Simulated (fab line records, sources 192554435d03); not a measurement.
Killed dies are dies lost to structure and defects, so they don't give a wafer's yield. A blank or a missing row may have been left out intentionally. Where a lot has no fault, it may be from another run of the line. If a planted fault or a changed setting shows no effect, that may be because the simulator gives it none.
Which tool was responsible?    flow n5-finfet    Sampling: 13 lots, 37 wafers, 4 of 1938 route steps

== WHAT EACH GAUGE READ, for each wafer ==
Not one reading of a measure or inspect step in the record can be checked against a usual standard deviation.

== WHICH TOOL RAN EACH LOT (tool, then ch and the chambers of the sampled wafers, then the start) ==
lot   N5_BEOL_M9_CURE_72             N5_BEOL_M9_SURFACE_TREAT_79   N5_BEOL_M9_SPUTTER_48         N5_PASSIVATION_PROBE_49
L345  uv-cure-01 ch 2, day 10 22:28  pvd-sputter-01, day 10 23:11  pvd-sputter-01, day 10 23:21  -
L350  uv-cure-01 ch 2, day 11 05:24  pvd-sputter-01, day 11 06:11  pvd-sputter-03, day 11 06:25  prober-02, day 13 14:25
L347  uv-cure-03 ch 2, day 11 06:14  pvd-sputter-01, day 11 07:01  pvd-sputter-03, day 11 07:14  prober-01, day 13 11:08
L346  uv-cure-03 ch 0, day 11 08:00  pvd-sputter-03, day 11 10:36  pvd-sputter-03, day 11 10:50  -
L352  uv-cure-03 ch 1, day 12 10:22  pvd-sputter-01, day 12 11:08  pvd-sputter-03, day 12 11:19  prober-02, day 14 17:18
L353  uv-cure-02 ch 2, day 13 08:01  pvd-sputter-01, day 13 08:49  pvd-sputter-01, day 13 09:04  prober-02, day 15 17:43
L357  uv-cure-03 ch 1, day 14 22:26  pvd-sputter-02, day 15 00:11  pvd-sputter-01, day 15 00:46  prober-01, day 17 06:04
L354  uv-cure-02 ch 2, day 15 11:29  pvd-sputter-02, day 15 12:10  pvd-sputter-01, day 15 12:22  prober-02, day 18 00:31
L359  uv-cure-02 ch 2, day 15 14:23  pvd-sputter-02, day 15 15:40  pvd-sputter-02, day 15 16:26  -
L361  uv-cure-01 ch 1, day 15 20:32  pvd-sputter-01, day 15 21:33  pvd-sputter-02, day 15 23:12  prober-01, day 18 11:20
L362  uv-cure-02 ch 2, day 17 00:03  pvd-sputter-01, day 17 00:59  pvd-sputter-02, day 17 01:29  prober-01, day 19 16:09
L366  uv-cure-02 ch 2, day 17 11:35  pvd-sputter-03, day 17 12:44  pvd-sputter-02, day 17 12:54  prober-02, day 19 23:22
L367  uv-cure-01 ch 1, day 17 23:27  pvd-sputter-01, day 18 00:26  pvd-sputter-02, day 18 00:49  prober-01, day 20 16:01
- N5_BEOL_M9_CURE_72: cures SiCOH lowk, time 120 s.
- N5_BEOL_M9_SURFACE_TREAT_79
- N5_BEOL_M9_SPUTTER_48: material Cu, target thk 12 nm, time 2 s.
- N5_PASSIVATION_PROBE_49

== AS READ BY THE TOOLS THEMSELVES (means over the sampled wafers that have a number; for cases with no such wafer, the mark the record gives instead) ==
N5_BEOL_M9_CURE_72. Usual: lamp-power-pct 52.32 %, standard deviation 0.055; wafer_temp_C_max 371.6, standard deviation 0.55.
lot   tool        lamp-power-pct (%)  wafer_temp_C_max  flag
L345  uv-cure-01  52.29               371.5             
L350  uv-cure-01  52.30               371.2             
L347  uv-cure-03  52.33               372.1             
L346  uv-cure-03  52.33               371.5             
L352  uv-cure-03  52.32               370.9             
L353  uv-cure-02  52.30               371.7             
L357  uv-cure-03  52.32               371.2             
L354  uv-cure-02  52.33               372.1             
L359  uv-cure-02  52.33               371.9             
L361  uv-cure-01  52.33               371.2             
L362  uv-cure-02  52.38               371.6             
L366  uv-cure-02  52.30               371.6             
L367  uv-cure-01  52.30               370.9             

N5_BEOL_M9_SPUTTER_48. Usual: cathode-dc-power-W 26000 W, standard deviation 4.8; throttle-valve-pct 30.0 %, standard deviation 1.3.
lot   tool            cathode-dc-power-W (W)  throttle-valve-pct (%)  flag
L345  pvd-sputter-01  25999                   29.0                    
L350  pvd-sputter-03  25998                   29.8                    
L347  pvd-sputter-03  26005                   29.7                    
L346  pvd-sputter-03  25999                   31.6                    
L352  pvd-sputter-03  26002                   29.2                    
L353  pvd-sputter-01  25997                   30.0                    
L357  pvd-sputter-01  23739                   29.8                    OFF
L354  pvd-sputter-01  25244                   29.5                    OFF
L359  pvd-sputter-02  26005                   30.2                    
L361  pvd-sputter-02  26000                   31.0                    
L362  pvd-sputter-02  25996                   29.8                    
L366  pvd-sputter-02  26001                   30.0                    
L367  pvd-sputter-02  26001                   30.4                    

N5_PASSIVATION_PROBE_49. Usual: defect-limited-yield 91.6 %, standard deviation 1.6; killed_at_M0_to_M3 32, standard deviation 9.7; killed_at_M4_up 13, standard deviation 4.4; killed-at-contacts 12, standard deviation 6.5; killed-at-front-end 38, standard deviation 12; killed-at-other 3.7, standard deviation 3; killed-dies 99, standard deviation 18; killed-open 66, standard deviation 14; killed-short 32, standard deviation 7.5; sort_bin_5_function 4.9 %, standard deviation 1; sort_bin_6_memory 3.2 %, standard deviation 0.73; sort-n-pass 1081, standard deviation 18; sort-yield-pct 91.6 %, standard deviation 1.6.
lot   tool       defect-limited-yield (%)  killed_at_M0_to_M3  killed_at_M4_up  killed-at-contacts  killed-at-front-end  killed-at-other  killed-dies  killed-open  killed-short  sort_bin_5_function (%)  sort_bin_6_memory (%)  sort-n-pass  sort-yield-pct (%)  flag
L350  prober-02  92.4                      28                  22               11                  26                   3.0              90           58           31            4.4                      2.9                    1090         92.4                
L347  prober-01  90.2                      46                  11               11                  45                   2.7              115          81           35            5.1                      4.4                    1065         90.2                
L352  prober-02  89.5                      43                  8                17                  54                   2.3              124          77           47            6.7                      3.6                    1056         89.5                
L353  prober-02  91.8                      33                  12               11                  34                   7.3              97           67           29            4.7                      3.3                    1083         91.8                
L357  prober-01  92.2                      43                  4                16                  23                   6.0              92           71           21            4.2                      3.2                    1088         92.2                
L354  prober-02  94.7                      20                  11               7                   19                   6.0              63           37           23            3.6                      1.8                    1117         94.7                
L361  prober-01  91.3                      37                  11               7                   42                   5.0              103          65           36            5.3                      3.1                    1077         91.3                
L362  prober-01  91.2                      38                  16               11                  37                   1.0              103          70           34            5.1                      3.4                    1077         91.2                
L366  prober-02  90.0                      34                  12               11                  57                   4.0              118          81           36            6.0                      3.7                    1062         90.0                
L367  prober-01  89.9                      38                  18               7                   47                   9.3              120          84           35            5.8                      3.9                    1060         89.9                

== THE ANSWER, worked out from the rows above alone ==
Rule: a lot is off if the mean of its wafers that have a number lies more than 3 standard deviations from the usual mean. A lot without any number at a reading at which 4 lots or more have one is off too. Where the step has rows for the other lots, those lots are counted as sound. The gauges are gone through in route order, then the tools' own readings, and for those a lot's mean is taken as printed above. The first step at which some lot is off is used, and at that step the reading that is off furthest; a lot without a number counts as furthest.
Off: L357, L354 (N5_BEOL_M9_SPUTTER_48, cathode-dc-power-W).
A tool fits if, at that step or a process step before it, it ran every lot that is off, and no sound lot after the first of them. One fits: N5_BEOL_M9_SPUTTER_48 on pvd-sputter-01. A fault onset in the window from L353 (day 13 09:04, its last sound lot) to L357 (day 15 00:46, its first lot off) fits.
The tool's own readings at N5_BEOL_M9_SPUTTER_48 bear it out: on the lots that are off they differ by more than 5 times the standard deviation of the sound lots' means. cathode-dc-power-W reads 24492 W there against 26000 W on the sound lots.

== WHAT WAS PUT IN BY THE SIMULATOR ==
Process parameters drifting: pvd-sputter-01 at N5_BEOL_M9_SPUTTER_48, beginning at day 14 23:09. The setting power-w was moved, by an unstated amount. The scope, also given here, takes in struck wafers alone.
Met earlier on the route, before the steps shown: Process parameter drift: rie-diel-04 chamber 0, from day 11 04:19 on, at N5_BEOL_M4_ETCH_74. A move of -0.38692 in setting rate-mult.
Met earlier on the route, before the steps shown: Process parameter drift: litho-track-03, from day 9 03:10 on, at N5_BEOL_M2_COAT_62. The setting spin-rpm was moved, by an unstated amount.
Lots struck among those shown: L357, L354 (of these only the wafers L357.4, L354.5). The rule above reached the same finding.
